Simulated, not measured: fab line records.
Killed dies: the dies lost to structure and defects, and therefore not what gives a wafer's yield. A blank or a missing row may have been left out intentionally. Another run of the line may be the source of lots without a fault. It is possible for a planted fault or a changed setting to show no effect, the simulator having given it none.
Problem report in the 8D (eight disciplines) form, filled by code + flow n5 finfet + the parts of the form that need people (team, actions taken, sign-off) are left out

== 1. THE PROBLEM ==
Wafers without a fault read 29.9 s, standard deviation 2.9; time to endpoint s at N5_ILD0_CMP_12 reads a mean of 61.2 s on 3 wafers belonging to 2 lots. That is +11 standard deviations from the usual mean.
The step: polishes SiNx, stops on poly-Si, t overpolish 6 s, target thk 17.67 nm.
Seen first at day 5 05:22 on cmp-03, wafer L122.4. At this step, 17 wafers from 6 lots have a number in the record. Rule for "out", or "out of limits": more than 4 standard deviations from the usual mean. Any other wafer with a number is counted as sound.

== 2. WHAT THIS IS AND IS NOT ==
| question                    | is                     | is not                                                                         |
|-----------------------------|------------------------|--------------------------------------------------------------------------------|
| which readings at this step | time to endpoint s     | edge zone pressure frac, motor current A, overpolish run s, platen rpm         |
| which lots                  | L122, L126             | L120, L121, L123, L140                                                         |
| which wafers of those lots  | L122.4, L126.3, L126.4 | L122.5, L122.6, L126.6                                                         |
| read on which tools         | cmp-03                 | cmp-01                                                                         |
| when                        | from day 5 05:22       | up to then (8 sound wafers); but 6 sound wafers of L123, L126, L140 came after |

== 3. WHAT RULES OUT EACH SUSPECT ==
Counting: a tool at a process step up to the reading stays a suspect if it ran every lot that is out. Sound lots after the first of them don't rule it out here, since some wafers of a struck lot are sound.
- cmp-03 at N5_ILD0_CMP_07 (polishes SiO2 flowable, stops on poly-Si, t overpolish 1.18 s, target thk 138.88 nm): kept. Every lot that is out went through it, the first being L122 (day 5 02:09); the last sound lot it ran before that was L120 (day 4 17:09).
- ald sin-01 at N5_ILD0_ALD_15 (deposits SiNx, target thk 24 nm, pulse time 1 s, ald cycles 480): kept. It ran every lot that is out, first L122 (day 5 03:05).
- cmp-03 at N5_ILD0_CMP_12 (polishes SiNx, stops on poly-Si, t overpolish 6 s, target thk 17.67 nm): kept. Every lot that is out went through it, the first being L122 (day 5 05:22); the last sound lot it ran before that was L121 (day 4 23:25). Its own time to endpoint s readings are out on those wafers.
- Within ald sin-01 at N5_ILD0_ALD_15: the wafers that are out ran in chambers 0, 3; their sound lot-mates ran in chambers 1, 2.
After the count, these remain: cmp-03 at N5_ILD0_CMP_07, ald sin-01 at N5_ILD0_ALD_15 and cmp-03 at N5_ILD0_CMP_12.

== 4. THE CAUSE (what the simulator had put in) ==
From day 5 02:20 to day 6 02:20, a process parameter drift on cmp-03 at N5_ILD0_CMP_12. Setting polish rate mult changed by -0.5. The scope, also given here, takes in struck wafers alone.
After counting, 3 suspects remain, this tool included.

== 5. THE EFFECT CHAIN, in route order ==
Each row: a reading whose mean over the struck wafers that have a number lies more than 3 standard deviations from the usual. Only readings for which the record gives a usual standard deviation are gone through. hours: the time from each lot's start at the first step in this table that gives one to its start at this step, as a median over the lots. sigmas: the change in usual standard deviations.
| hours | step           | reading            | usual  | on struck wafers | change | sigmas |
|-------|----------------|--------------------|--------|------------------|--------|--------|
| 0     | N5_ILD0_CMP_12 | time to endpoint s | 29.9 s | 61.2             | +31.3  | +11    |
It contains these process steps:
- N5_ILD0_CMP_12: polishes SiNx, stops on poly-Si, t overpolish 6 s, target thk 17.67 nm.
Later measuring or inspecting steps at which every struck wafer that the step has a row for has a number for every such reading, and none has moved that far: N5_ILD0_THK_MEAS_13, N5_BEOL_M4_RC_MEAS_101.

== 6. WHAT WOULD HAVE CAUGHT IT SOONER ==
3 hours passed between the start of the fault at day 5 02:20 and the first reading out of limits in this record, taken at day 5 05:22.
